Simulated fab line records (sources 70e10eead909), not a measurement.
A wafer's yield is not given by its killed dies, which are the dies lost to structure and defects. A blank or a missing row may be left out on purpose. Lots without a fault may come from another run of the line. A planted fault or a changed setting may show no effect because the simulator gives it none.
What tool caused it? | flow nand harc | 18 wafers from 6 lots sampled at 3 of the route's 1302 steps

## WHAT EACH GAUGE READ, for each wafer
NHARC_END_SORT_01.
lot  | measured     | on        | sort_bin_2_pct (%)
L509 | day 29 11:43 | prober-01 | 1.6 1.3 1.6
L512 | day 30 12:57 | prober-02 | 1.5 4.0 4.0
L514 | day 31 10:37 | prober-01 | 3.0 4.1 3.5
L518 | day 33 11:44 | prober-02 | 4.4 2.8 3.7

## WHICH TOOL RAN EACH LOT (tool, then ch and the chambers of the sampled wafers, then the start)
lot  | NHARC_P_M0_PVD_20                       | NHARC_P_M1_DEVELOP_08
L502 | pvd sputter-03, day 7 18:00 or earlier  | litho track-04 ch 0, day 7 18:00
L504 | pvd sputter-02, day 8 14:00 or earlier  | litho track-01 ch 0, day 8 14:00
L509 | pvd sputter-02, day 10 22:00 or earlier | litho track-04 ch 0, day 10 22:00
L512 | pvd sputter-02, day 12 05:00 or earlier | litho track-04 ch 0, day 12 05:00
L514 | pvd sputter-03, day 13 01:00 or earlier | litho track-04 ch 0, day 13 01:00
L518 | pvd sputter-03, day 14 21:00 or earlier | litho track-04 ch 0, day 14 21:00
- NHARC_P_M0_PVD_20: deposits TaN, target thk 5 nm, time 8.06 s.
- NHARC_P_M1_DEVELOP_08: develop time 35 s.

## THE ANSWER, worked out from the rows above alone
Rule: what is usual is taken from the lots themselves. The widest of any qualifying gaps counts: lots, ordered by their means at a reading, are off when they make up no more than a third of the lots, leave a main group of 4 or more, and stand apart from it by 3 or more times the standard deviation of that group's means. A main group is skipped when, at the precision printed for the reading in the tables above, its means are all equal. A lot without any number at a reading at which 4 lots or more have one is off too. The other lots that the step has rows for count as sound.
No lot is off on any of the readings shown, so nothing can be concluded from this.

## WHAT WAS PUT IN BY THE SIMULATOR
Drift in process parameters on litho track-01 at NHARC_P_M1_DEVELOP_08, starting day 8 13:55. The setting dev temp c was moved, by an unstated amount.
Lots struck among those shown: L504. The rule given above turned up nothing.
